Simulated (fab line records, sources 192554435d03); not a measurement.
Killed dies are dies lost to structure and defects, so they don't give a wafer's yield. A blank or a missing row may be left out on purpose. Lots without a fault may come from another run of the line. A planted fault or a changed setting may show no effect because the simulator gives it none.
Chamber matching | flow n5_finfet | N5_DUMMY_GATE_ETCH_44 on rie_si-01: 4 sister chambers
The step etches poly-Si in HBr/O2, stops on SiO2, target depth 127.5 nm. 20 wafers are shown with their chamber, then 10 later ones without.

WAFERS WITH THEIR CHAMBER
wafer  | chamber | throttle_valve_pct (%) | he_backside_leak_sccm (sccm) | oes_product_au (a.u.)
L076.1 | 0       | 18.36                  | 2.55                         | 0.733
L076.3 | 1       | 18.48                  | 3.07                         | 0.728
L076.6 | 0       | 18.37                  | 2.63                         | 0.725
L078.1 | 3       | 18.38                  | 2.81                         | 0.716
L078.3 | 2       | 18.84                  | 2.64                         | 0.733
L078.5 | 3       | 18.36                  | 2.76                         | 0.718
L079.1 | 0       | 18.37                  | 2.44                         | 0.713
L079.4 | 1       | 18.45                  | 3.06                         | 0.726
L079.6 | 0       | 18.37                  | 2.51                         | 0.712
L081.1 | 3       | 18.36                  | 2.57                         | 0.712
L081.3 | 0       | 18.38                  | 2.54                         | 0.727
L081.6 | 1       | 18.45                  | 2.87                         | 0.730
L084.1 | 3       | 18.38                  | 2.84                         | 0.722
L084.5 | 0       | 18.38                  | 2.58                         | 0.727
L084.6 | 1       | 18.46                  | 2.92                         | 0.736
L085.1 | 3       | 18.35                  | 2.70                         | 0.716
L085.4 | 2       | 18.83                  | 2.73                         | 0.736
L085.5 | 0       | 18.37                  | 2.51                         | 0.727
L088.2 | 3       | 18.38                  | 2.70                         | 0.711
L088.3 | 0       | 18.39                  | 2.49                         | 0.720

SIGNATURES (means of the wafers above)
reading               | chamber 0 | chamber 1 | chamber 2 | chamber 3 | scatter within a chamber
throttle_valve_pct    | 18.3738   | 18.4600   | 18.8350   | 18.3683   | 0.0115
he_backside_leak_sccm | 2.5312    | 2.9800    | 2.6850    | 2.7300    | 0.0808
oes_product_au        | 0.72300   | 0.73000   | 0.73450   | 0.71583   | 0.00572
Rule: a wafer's distance from a chamber is the root of the sum, over the readings, of the square of ((its reading less the chamber's mean) divided by the reading's scatter). The wafer belongs to the nearest chamber; if the next one is less than 2 further off, it can't be placed. The scatter: the root of (the sum of the squares of (reading less its chamber's mean) over the shown wafers, divided by (wafers less chambers)).

WAFERS WITHOUT THEIR CHAMBER
wafer  | throttle_valve_pct (%) | he_backside_leak_sccm (sccm) | oes_product_au (a.u.)
L088.5 | 18.36                  | 2.68                         | 0.729
L089.1 | 18.37                  | 2.34                         | 0.718
L089.3 | 18.45                  | 2.95                         | 0.732
L089.4 | 18.85                  | 2.80                         | 0.718
L090.4 | 18.85                  | 2.87                         | 0.723
L090.5 | 18.37                  | 2.69                         | 0.722
L090.6 | 18.84                  | 2.80                         | 0.723
L091.1 | 18.39                  | 2.83                         | 0.718
L091.2 | 18.85                  | 2.58                         | 0.720
L091.4 | 18.36                  | 2.44                         | 0.722

WHICH CHAMBER EACH WENT THROUGH
wafer  | from the rows above     | in truth
L088.5 | can't be placed: 0 or 3 | 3
L089.1 | 0                       | 0
L089.3 | 1                       | 1
L089.4 | 2                       | 2
L090.4 | 2                       | 2
L090.5 | can't be placed: 3 or 0 | 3
L090.6 | 2                       | 2
L091.1 | can't be placed: 3 or 0 | 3
L091.2 | 2                       | 2
L091.4 | 0                       | 0
Placed correctly: 7 of 10. Can't be placed from these rows: 3 (the true chamber is among the candidates in 3). Placed wrongly: 0.
